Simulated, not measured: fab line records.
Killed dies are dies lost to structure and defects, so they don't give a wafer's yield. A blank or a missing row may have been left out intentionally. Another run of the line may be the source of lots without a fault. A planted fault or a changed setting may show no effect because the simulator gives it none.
fab line records	flow n5Finfet
record lots=7	wafers=21
route steps=1938 shown BEOL_M1@770 BEOL_M2@851 BEOL_M3@980 BEOL_M4@1040 BEOL_M5@1116
startH: the number of hours between the record's first day and the start of the first shown wafer of the lot	waitH: hours from the lot's prior step to this one	" unchanged from the row above	L1.1+2: a row that stands for several wafers	- value missing, or start not given	* or withheld: withheld	< > ~ a bound
route shown NAME@n: names a module that has steps shown in the file, with the first one's number in the route	usual: mean and standard deviation over wafers with no fault	same: alike in all rows	chamber/n: place in a boat	sites: each site's reading	_std_site: how widely they spread, as a standard deviation	_edge_site: mean of outer sites minus mean of inner sites	radiusMm: how far each site lies from the wafer's centre	mask NAME#n: copy n	behind: the tool/chamber that last shaped the wafer	hold: why the lot went on hold/how many hours it stayed there/how the hold came to an end	device: the transistor (n, p or np) that didn't switch	end of line: tests of these same wafers at the route's end	where a step has no rows: the recipe by itself	killed: at the first sort, the dies lost to defects and structure; wafer yield is something else	map: the dies of a wafer, with x for killed, . for not killed, _ for no die there
set.NAME: the setting that was run; set.NAME@STEP: the one run at that earlier step	model.NAME: the simulator's own value behind a step, which no gauge read
lots where settings were altered on purpose, with a table for each step and a row for each wafer
## steps
# step N5_BEOL_M1_ETCH_64
# recipe chemistry=N2/H2	target=SOC	targetDepthA=750	overetchA=150	maskMaterial=SiARC	tempC=40	timeS=112.5	ionEnergyEv=200	pressureMtorr=30	sourceW=840	biasW=150	n2FlowSccm=200	h2FlowSccm=200
# usual rfVppV=524.3/2.6
lot.wafer	tool	chamber	startH	waitH	set.biasW	rfVppV	model.SiARC_of_BEOL_M1_COAT_62.thkNm
L075.1	rieDiel-01	1	131.16	0.0	150	526.4	6.4
L075.2	"	0	"	"	150	527.0	6.8
L075.3	"	3	"	"	150	525.2	7
L076.4	rieDiel-06	0	145.64	0.0	150	520.7	7.2
L076.5	"	1	"	"	150	525.2	6.8
L076.6	"	2	"	"	135.5	491.4	7.6
L077.1	rieDiel-06	3	157.42	0.0	150	524.7	6.8
L077.3	"	0	"	"	150	522.2	7.2
L077.6	"	2	"	"	150	522.4	7
L080.1	rieDiel-05	2	158.40	0.0	150	526.5	6.8
L080.2	"	3	"	"	150	528.4	7
L080.5	"	3	"	"	150	527.2	7
L082.3	rieDiel-06	2	172.88	0.0	169.1	564.2	6.2
L082.4	"	1	"	"	150	525.2	6.8
L082.6	"	3	"	"	169.1	564.4	6.2
L087.1	rieDiel-06	3	209.79	0.0	150	525.4	7
L087.4	"	3	"	"	175.2	579.0	5.8
L087.5	"	3	"	"	150	524.5	6.8
L095.1	rieDiel-05	1	253.47	0.0	177	577.4	5.8
L095.3	"	3	"	"	150	525.9	7
L095.6	"	0	"	"	150	519.8	6.8
# step N5_BEOL_M2_EXPOSE_08
# recipe maskId=M2	na=0.33	sourceShape=dipole	sigmaInner=0.369	sigmaOuter=0.767	polarization=unpolarized	doseMj=41.25
lot.wafer	tool	chamber	startH	waitH	mask	set.doseMj
L075.1+2+3	euvScanner-01	0	139.62	-	M2#0	41.25
L076.4+5	euvScanner-01	0	151.80	-	M2#0	39.04
L076.6	"	0	"	"	M2#0	41.25
L077.1+3	euvScanner-02	0	164.75	-	M2#0	38.58
L077.6	"	0	"	"	M2#0	41.25
L080.1+2+5	euvScanner-01	0	166.58	-	M2#0	44.12
L082.3	euvScanner-02	0	182.58	-	M2#0	42.81
L082.4+6	"	0	"	"	M2#0	41.25
L087.1+4	euvScanner-02	0	226.63	-	M2#0	41.25
L087.5	"	0	"	"	M2#0	38.24
L095.1+6	euvScanner-02	0	261.81	-	M2#0	43.06
L095.3	"	0	"	"	M2#0	41.25
# step N5_BEOL_M2_PEB_09
# recipe pebTempC=100	pebTimeS=60	resist=CAR-EUV
# step N5_BEOL_M2_DEVELOP_10
# recipe developTimeS=30	developer=TMAH	resist=CAR-EUV	rinseLiquid=surfactantRinse	dry=airSpin	devTempC=23
# step N5_BEOL_M2_CD_MEAS_11
# recipe targetCdNm=16.79	landingEnergyEv=500	detector=seInlens	polarity=opening
# usual cdNm=16.77/0.23
lot.wafer	tool	chamber	startH	waitH	set.doseMj@BEOL_M2_EXPOSE_08	cdNm
L075.1	cdSem-03	0	139.75	-	41.25	16.61
L075.2	"	0	"	"	41.25	16.69
L075.3	"	0	"	"	41.25	16.77
L076.4	cdSem-01	0	151.92	-	39.04	15.85
L076.5	"	0	"	"	39.04	15.77
L076.6	"	0	"	"	41.25	16.93
L077.1	cdSem-03	0	164.88	-	38.58	15.09
L077.3	"	0	"	"	38.58	15.10
L077.6	"	0	"	"	41.25	16.86
L080.1	cdSem-03	0	166.71	-	44.12	18.09
L080.2	"	0	"	"	44.12	18.38
L080.5	"	0	"	"	44.12	18.31
L082.3	cdSem-02	0	182.70	-	42.81	17.39
L082.4	"	0	"	"	41.25	16.76
L082.6	"	0	"	"	41.25	16.71
L087.1	cdSem-01	0	226.76	-	41.25	16.78
L087.4	"	0	"	"	41.25	17.04
L087.5	"	0	"	"	38.24	15.48
L095.1	cdSem-02	0	261.94	-	43.06	17.51
L095.3	"	0	"	"	41.25	16.72
L095.6	"	0	"	"	43.06	17.41
# step N5_BEOL_M2_DESCUM_16
# recipe chemistry=O2	timeS=7	sourcePowerW=50	biasPowerW=20	pressureMtorr=20	rfFrequencyHz=2.712e+07	tempC=40	resist=CAR-EUV	o2FlowSccm=225
# step N5_BEOL_M2_ETCH_74
# recipe chemistry=N2/H2	target=underlayer	targetDepthA=65	maskMaterial=CAR-EUV	timeS=5.2	ionEnergyEv=200	pressureMtorr=30	sourceW=840	biasW=150	n2FlowSccm=200	h2FlowSccm=200	ends=cleared
lot.wafer	tool	chamber	startH	waitH	set.doseMj@BEOL_M2_EXPOSE_08	model.BEOL_M2.cdOffsetNm
L075.1+3	rieDiel-03	1,3	140.06	0.0	41.25	0
L075.2	"	0	"	"	41.25	0.2
L076.4	rieDiel-03	0	152.07	0.0	39.04	-1
L076.5	"	1	"	"	39.04	-1.2
L076.6	"	0	"	"	41.25	0
L077.1+3	rieDiel-04	1,3	165.04	0.0	38.58	-1.2
L077.6	"	0	"	"	41.25	0.2
L080.1	rieDiel-04	3	166.87	0.0	44.12	1.6
L080.2+5	"	2,1	"	"	44.12	1.4
L082.3	rieDiel-04	3	182.91	0.0	42.81	0.8
L082.4	"	2	"	"	41.25	0
L082.6	"	3	"	"	41.25	0.2
L087.1+4	rieDiel-02	3,2	226.91	0.0	41.25	-0.2
L087.5	"	3	"	"	38.24	-1.8
L095.1	rieDiel-03	1	262.18	0.0	43.06	0.6
L095.3	"	2	"	"	41.25	0.2
L095.6	"	2	"	"	43.06	0.8
# step N5_BEOL_M2_ETCH_64
# recipe chemistry=N2/H2	target=SOC	targetDepthA=750	overetchA=225	maskMaterial=SiARC	tempC=40	timeS=121.9	ionEnergyEv=200	pressureMtorr=30	sourceW=840	biasW=150	n2FlowSccm=200	h2FlowSccm=200
lot.wafer	tool	chamber	startH	waitH	set.timeS	model.SiARC_of_BEOL_M2_COAT_62.thkNm
L075.1	rieDiel-03	1	140.10	0.0	121.9	6.4
L075.2	"	0	"	"	121.9	6
L075.3	"	3	"	"	121.9	6.6
L076.4	rieDiel-03	0	152.11	0.0	121.9	6
L076.5	"	1	"	"	145.7	5.2
L076.6	"	0	"	"	145.7	5
L077.1	rieDiel-04	1	165.09	0.0	101.3	7.2
L077.3+6	"	3,0	"	"	121.9	6.2
L080.1	rieDiel-04	3	166.91	0.0	121.9	6.2
L080.2	"	2	"	"	121.9	6.6
L080.5	"	1	"	"	145	5.4
L082.3	rieDiel-04	3	182.95	0.0	139.3	5.4
L082.4	"	2	"	"	139.3	5.8
L082.6	"	3	"	"	121.9	6.2
L087.1	rieDiel-02	3	226.96	0.0	121.9	6
L087.4	"	2	"	"	108	7
L087.5	"	3	"	"	108	6.6
L095.1	rieDiel-03	1	262.22	0.0	95.1	7.6
L095.3	"	2	"	"	121.9	6
L095.6	"	2	"	"	121.9	6.2
# step N5_BEOL_M2_STRIP_65
# recipe chemistry=N2/H2	tempC=40	n2FlowSccm=200	h2FlowSccm=200	rfFrequencyHz=6e+07
# step N5_BEOL_M2_STRIP_75
# recipe chemistry=N2/H2	tempC=40	n2FlowSccm=200	h2FlowSccm=200	rfFrequencyHz=6e+07
# step N5_BEOL_M2_STRIP_66
# recipe chemistry=CF4	resist=SiARC	powerW=300	biasPowerW=75	pressureMtorr=50	cf4FlowSccm=150	rfFrequencyHz=6e+07
# step N5_BEOL_M2_HM_OPEN_17
# recipe chemistry=Cl2/BCl3	targetDepthA=200	overetchA=60	target=TiN	maskMaterial=SOC	ionEnergyEv=150	pressureMtorr=10	icpW=1000	biasW=126	Cl2_flow_sccm=53.25	bcl3FlowSccm=21.75	Ar_flow_sccm=25
lot.wafer	tool	chamber	startH	waitH	set.doseMj@BEOL_M2_EXPOSE_08	set.timeS@BEOL_M2_ETCH_64	model.etch.depthNm	model.BEOL_M2.cdOffsetNm
L075.1	rieMetal-02	0	140.28	0.0	41.25	121.9	20.38	0.2
L075.2	"	1	"	"	41.25	121.9	20.36	0.6
L075.3	"	1	"	"	41.25	121.9	20.24	0.4
L076.4	rieMetal-02	1	152.32	0.1	39.04	121.9	20.45	-0.8
L076.5	"	0	"	"	39.04	145.7	18.04	-0.4
L076.6	"	1	"	"	41.25	145.7	17.93	1
L077.1	rieMetal-02	0	165.26	0.0	38.58	101.3	20.26	-1.6
L077.3	"	0	"	"	38.58	121.9	19.89	-1.4
L077.6	"	0	"	"	41.25	121.9	20.07	0.2
L080.1	rieMetal-01	0	167.08	0.0	44.12	121.9	19.83	1.4
L080.2	"	1	"	"	44.12	121.9	19.67	1
L080.5	"	0	"	"	44.12	145	17.69	2
L082.3	rieMetal-03	0	183.16	0.1	42.81	139.3	18.5	1
L082.4	"	1	"	"	41.25	139.3	18.5	0.2
L082.6	"	1	"	"	41.25	121.9	20.04	0.2
L087.1	rieMetal-01	1	227.14	0.0	41.25	121.9	19.9	-0.4
L087.4	"	0	"	"	41.25	108	19.71	-0.6
L087.5	"	1	"	"	38.24	108	19.72	-2.2
L095.1	rieMetal-01	0	262.40	0.0	43.06	95.1	20.17	0.2
L095.3	"	1	"	"	41.25	121.9	19.97	0.6
L095.6	"	0	"	"	43.06	121.9	19.88	1
# step N5_BEOL_M3_TRENCH_ETCH_37
# recipe chemistry=C4F6/O2	targetDepthA=555.55	target=SiOC	timeS=29.2	ionEnergyEv=250	pressureMtorr=30	sourceW=355	biasW=185	Ar_flow_sccm=300	C4F6_flow_sccm=10	O2_flow_sccm=10
lot.wafer	tool	chamber	startH	waitH	set.timeS	model.etch.depthNm	model.BEOL_M3.featureDepthNm
L075.1	rieDiel-01	2	-	-	29.2	54.48	54.4
L075.2	"	1	"	"	29.2	56.64	56.6
L075.3	"	0	"	"	29.2	56.2	56.2
L076.4	rieDiel-05	1	-	-	29.2	54.19	54.2
L076.5	"	3	"	"	29.2	53.91	54
L076.6	"	2	"	"	29.2	54.67	54.6
L077.1	rieDiel-01	2	-	-	29.2	55.48	55.4
L077.3	"	3	"	"	29.2	54.48	54.4
L077.6	"	0	"	"	31.85	60.94	61
L080.1	rieDiel-01	1	-	-	29.2	56.8	56.8
L080.2	"	0	"	"	29.2	56.2	56.2
L080.5	"	0	"	"	24.9	47.88	47.8
L082.3	rieDiel-01	3	-	-	29.2	54.55	54.6
L082.4	"	2	"	"	29.2	54.68	54.6
L082.6	"	0	"	"	29.2	55.52	55.6
L087.1	rieDiel-01	3	-	-	32.23	59.76	59.8
L087.4	"	1	"	"	32.23	62.73	62.8
L087.5	"	1	"	"	29.2	57.04	57
L095.1	rieDiel-01	1	-	-	29.2	57.04	57
L095.3	"	3	"	"	29.2	54.66	54.6
L095.6	"	0	"	"	31.68	60.23	60.2
# step N5_BEOL_M3_ETCH_41
# recipe chemistry=CH3F/O2	target=SiCN	targetDepthA=299	taperDeg=2	timeS=52.5	ionEnergyEv=120	maskMaterial=TiN	pressureMtorr=30	sourceW=395	biasW=75	Ar_flow_sccm=150	CH3F_flow_sccm=30	O2_flow_sccm=20
# step N5_BEOL_M3_STRIP_97
# recipe chemistry=N2/H2	timeS=10	powerW=450	tempC=40	pressureMtorr=20	rfFrequencyHz=6e+07	biasPowerW=7	n2FlowSccm=200	h2FlowSccm=200
# step N5_BEOL_M3_OCD_MEAS_38
# usual trenchDepthNm=55.2/1.1
lot.wafer	tool	chamber	startH	waitH	set.timeS@BEOL_M3_TRENCH_ETCH_37	trenchDepthNm
L075.1	ocd-01	-	150.43	-	29.2	54.0
L075.2	"	-	"	"	29.2	56.2
L075.3	"	-	"	"	29.2	56.0
L076.4	ocd-01	-	173.85	-	29.2	54.1
L076.5	"	-	"	"	29.2	54.0
L076.6	"	-	"	"	29.2	55.2
L077.1	ocd-02	-	185.52	-	29.2	55.4
L077.3	"	-	"	"	29.2	54.2
L077.6	"	-	"	"	31.85	60.7
L080.1	ocd-01	-	185.89	-	29.2	56.8
L080.2	"	-	"	"	29.2	56.2
L080.5	"	-	"	"	24.9	47.5
L082.3	ocd-01	-	193.26	-	29.2	54.7
L082.4	"	-	"	"	29.2	54.5
L082.6	"	-	"	"	29.2	55.6
L087.1	ocd-01	-	238.22	-	32.23	59.2
L087.4	"	-	"	"	32.23	62.3
L087.5	"	-	"	"	29.2	56.8
L095.1	ocd-02	-	279.75	-	29.2	57.4
L095.3	"	-	"	"	29.2	55.0
L095.6	"	-	"	"	31.68	59.8
# step N5_BEOL_M4_ETCH_64
# recipe chemistry=N2/H2	target=SOC	targetDepthA=750	overetchA=225	maskMaterial=SiARC	tempC=40	timeS=121.9	ionEnergyEv=200	pressureMtorr=30	sourceW=840	biasW=150	n2FlowSccm=200	h2FlowSccm=200
# usual rfVppV=524.3/2.6
lot.wafer	tool	chamber	startH	waitH	set.biasW	rfVppV
L075.1	rieDiel-04	0	157.34	0.0	150	519.6
L075.2	"	3	"	"	150	523.6
L075.3	"	1	"	"	150	523.2
L076.4	rieDiel-03	0	179.14	0.0	150	522.4
L076.5	"	2	"	"	150	524.5
L076.6	"	3	"	"	150	527.4
L077.1	rieDiel-02	3	192.00	0.0	150	523.3
L077.3	"	0	"	"	124.6	462.7
L077.6	"	2	"	"	150	527.5
L080.1	rieDiel-02	3	193.05	0.0	150	523.7
L080.2	"	2	"	"	150	525.3
L080.5	"	1	"	"	150	525.2
L082.3	rieDiel-03	0	200.11	0.0	160.7	546.6
L082.4	"	3	"	"	150	529.2
L082.6	"	3	"	"	160.7	553.4
L087.1	rieDiel-02	0	245.17	0.0	150	520.7
L087.4	"	1	"	"	142.6	507.9
L087.5	"	3	"	"	150	522.5
L095.1	rieDiel-02	0	286.16	0.0	150	521.1
L095.3	"	3	"	"	150	522.5
L095.6	"	3	"	"	150	523.6
# step N5_BEOL_M4_COAT_67
# recipe resist=SOC	tempC=250	timeS=60	spinRpm=1500	resistThkNm=60
lot.wafer	tool	chamber	startH	waitH	set.spinRpm	model.SOC_of_BEOL_M4_COAT_67.thkNm
L075.1+2+3	lithoTrack-02	0	157.85	0.0	1500	60
L076.4	lithoTrack-05	0	179.53	0.0	1423	61.8
L076.5	"	0	"	"	1500	60
L076.6	"	0	"	"	1423	61.6
L077.1	lithoTrack-02	0	192.54	0.0	1500	60
L077.3	"	0	"	"	1500	60.2
L077.6	"	0	"	"	1360	63.2
L080.1+5	lithoTrack-05	0	193.45	0.0	1500	60
L080.2	"	0	"	"	1551	59
L082.3+4+6	lithoTrack-03	0	200.51	0.0	1500	60
L087.1+4	lithoTrack-05	0	245.66	0.0	1666	57
L087.5	"	0	"	"	1500	60
L095.1	lithoTrack-02	0	286.64	0.0	1355	63.4
L095.3	"	0	"	"	1500	60
L095.6	"	0	"	"	1500	60.2
# step N5_BEOL_M4_COAT_68
# recipe resist=SiARC	tempC=220	timeS=60	spinRpm=1500	resistThkNm=12
# step N5_BEOL_M4_COAT_76
# recipe resist=underlayer	tempC=205	timeS=60	spinRpm=1500	resistThkNm=5
# step N5_BEOL_M4_ALD_98
# recipe material=SiO2	targetThkA=25	tempC=100	aldPrecursorFamily=BDEAS	aldCoReactant=O2-plasma	pulseTimeS=1	coReactantPulseTimeS=1	purgeTimeS=2	coReactantPurgeTimeS=2	aldCycles=17	pressureTorr=2
# step N5_BEOL_M4_ETCHBACK_99
# recipe chemistry=CHF3	target=SiO2	targetDepthA=50	timeS=10.4	sourceW=215	biasW=47	Ar_flow_sccm=200	CHF3_flow_sccm=12	ionEnergyEv=100	pressureMtorr=30
# step N5_BEOL_M4_ETCH_70
# recipe chemistry=N2/H2	target=SOC	targetDepthA=800	overetchA=240	maskMaterial=SiARC	tempC=40	timeS=130	ionEnergyEv=200	pressureMtorr=30	sourceW=840	biasW=150	n2FlowSccm=200	h2FlowSccm=200
lot.wafer	tool	chamber	startH	waitH	set.spinRpm@BEOL_M4_COAT_67	model.etch.depthNm
L075.1	rieDiel-04	3	162.86	0.0	1500	60.01
L075.2	"	1	"	"	1500	59.97
L075.3	"	0	"	"	1500	60.03
L076.4	rieDiel-02	0	181.99	0.0	1423	61.74
L076.5	"	3	"	"	1500	59.93
L076.6	"	0	"	"	1423	61.68
L077.1	rieDiel-03	3	199.61	0.0	1500	59.94
L077.3	"	1	"	"	1500	60.26
L077.6	"	0	"	"	1360	63.18
L080.1	rieDiel-02	1	200.00	0.0	1500	59.93
L080.2	"	0	"	"	1551	58.93
L080.5	"	0	"	"	1500	59.92
L082.3	rieDiel-02	2	206.13	0.0	1500	59.96
L082.4	"	3	"	"	1500	60.05
L082.6	"	3	"	"	1500	59.99
L087.1	rieDiel-04	2	253.57	0.0	1666	56.97
L087.4	"	1	"	"	1666	56.93
L087.5	"	1	"	"	1500	59.93
L095.1	rieDiel-02	3	301.35	0.0	1355	63.32
L095.3	"	2	"	"	1500	60.03
L095.6	"	1	"	"	1500	60.12
# step N5_BEOL_M4_STRIP_71
# recipe chemistry=N2/H2	tempC=40	n2FlowSccm=200	h2FlowSccm=200	rfFrequencyHz=6e+07
# step N5_BEOL_M4_STRIP_78
# recipe chemistry=N2/H2	tempC=40	n2FlowSccm=200	h2FlowSccm=200	rfFrequencyHz=6e+07
# step N5_BEOL_M4_VIA_ETCH_34
# recipe chemistry=C4F6/O2	targetDepthA=694	maskMaterial=SOC	pressureMtorr=15	ionEnergyEv=250	taperDeg=4	timeS=65.9	sourceW=350	biasW=170	Ar_flow_sccm=300	C4F6_flow_sccm=10	O2_flow_sccm=10
lot.wafer	tool	chamber	startH	waitH	set.spinRpm@BEOL_M4_COAT_67	model.SOC_of_BEOL_M4_COAT_67.thkNm
L075.1+3	rieDiel-04	3,0	162.97	0.0	1500	51.8
L075.2	"	1	"	"	1500	51.6
L076.4	rieDiel-02	0	182.09	0.0	1423	53.6
L076.5	"	3	"	"	1500	51.6
L076.6	"	0	"	"	1423	53.4
L077.1	rieDiel-03	3	199.71	0.0	1500	51.8
L077.3	"	1	"	"	1500	52.2
L077.6	"	0	"	"	1360	55
L080.1	rieDiel-02	1	200.11	0.0	1500	51.8
L080.2	"	0	"	"	1551	50.8
L080.5	"	0	"	"	1500	51.6
L082.3+4+6	rieDiel-02	2,3,3	206.24	0.0	1500	51.8
L087.1	rieDiel-04	2	253.68	0.0	1666	48.8
L087.4	"	1	"	"	1666	48.4
L087.5	"	1	"	"	1500	51.4
L095.1	rieDiel-02	3	301.46	0.0	1355	55
L095.3	"	2	"	"	1500	51.8
L095.6	"	1	"	"	1500	52
# step N5_BEOL_M5_HM_DEP_02
# recipe material=TiN	targetThkA=200	tempC=25	chamberPressurePa=0.49996
lot.wafer	tool	chamber	startH	waitH	set.targetThkA	model.TiN_of_BEOL_M5_HM_DEP_02.thkNm
L075.1	pvdSputter-01	-	172.59	3.8	200	20.4
L075.2+3	"	-	"	"	200	20
L076.4	pvdSputter-02	-	188.87	0.6	213.5	21.6
L076.5	"	-	"	"	213.5	21.2
L076.6	"	-	"	"	200	20.4
L077.1	pvdSputter-02	-	206.26	0.4	200	20.2
L077.3	"	-	"	"	191.5	19.2
L077.6	"	-	"	"	191.5	18.8
L080.1	pvdSputter-02	-	206.52	0.1	221.7	22.4
L080.2	"	-	"	"	200	20.4
L080.5	"	-	"	"	200	20.2
L082.3+6	pvdSputter-02	-	213.00	1.1	200	20.6
L082.4	"	-	"	"	200	20.8
L087.1+5	pvdSputter-01	-	261.06	1.7	200	20.4
L087.4	"	-	"	"	189	19
L095.1+3	pvdSputter-01	-	309.11	1.0	200	20.4
L095.6	"	-	"	"	200	20.6
## key
split step=N5_BEOL_M1_ETCH_64	setting=biasW	stated=150	by=wafer
response step=N5_BEOL_M1_ETCH_64	reading=rfVppV	change=+3.12	per=1%	r=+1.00
response step=N5_BEOL_M1_ETCH_64	reading=model.SiARC_of_BEOL_M1_COAT_62.thkNm	change=-0.06	per=1%	r=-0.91
split step=N5_BEOL_M2_EXPOSE_08	setting=doseMj	stated=41.25	by=wafer
response step=N5_BEOL_M2_CD_MEAS_11	reading=cdNm	change=+0.213	per=1%	r=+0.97
response step=N5_BEOL_M2_ETCH_74	reading=model.BEOL_M2.cdOffsetNm	change=+0.2	per=1%	r=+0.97
response step=N5_BEOL_M2_HM_OPEN_17	reading=model.BEOL_M2.cdOffsetNm	change=+0.222	per=1%	r=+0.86
split step=N5_BEOL_M2_ETCH_64	setting=timeS	stated=121.9	by=wafer
response step=N5_BEOL_M2_ETCH_64	reading=model.SiARC_of_BEOL_M2_COAT_62.thkNm	change=-0.0565	per=1%	r=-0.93
response step=N5_BEOL_M2_HM_OPEN_17	reading=model.etch.depthNm	shape=bent	atLowest=20.17	atStated=20.06	atHighest=17.98
split step=N5_BEOL_M3_TRENCH_ETCH_37	setting=timeS	stated=29.2	by=wafer
response step=N5_BEOL_M3_TRENCH_ETCH_37	reading=model.etch.depthNm	change=+0.547	per=1%	r=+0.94
response step=N5_BEOL_M3_TRENCH_ETCH_37	reading=model.BEOL_M3.featureDepthNm	change=+0.554	per=1%	r=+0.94
response step=N5_BEOL_M3_OCD_MEAS_38	reading=trenchDepthNm	change=+0.539	per=1%	r=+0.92
split step=N5_BEOL_M4_ETCH_64	setting=biasW	stated=150	by=wafer
response step=N5_BEOL_M4_ETCH_64	reading=rfVppV	change=+3.53	per=1%	r=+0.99
split step=N5_BEOL_M4_COAT_67	setting=spinRpm	stated=1500	by=wafer
response step=N5_BEOL_M4_COAT_67	reading=model.SOC_of_BEOL_M4_COAT_67.thkNm	change=-0.311	per=1%	r=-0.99
response step=N5_BEOL_M4_ETCH_70	reading=model.etch.depthNm	change=-0.31	per=1%	r=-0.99
response step=N5_BEOL_M4_VIA_ETCH_34	reading=model.SOC_of_BEOL_M4_COAT_67.thkNm	change=-0.298	per=1%	r=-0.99
split step=N5_BEOL_M5_HM_DEP_02	setting=targetThkA	stated=200	by=wafer
response step=N5_BEOL_M5_HM_DEP_02	reading=model.TiN_of_BEOL_M5_HM_DEP_02.thkNm	change=+0.2	per=1%	r=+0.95
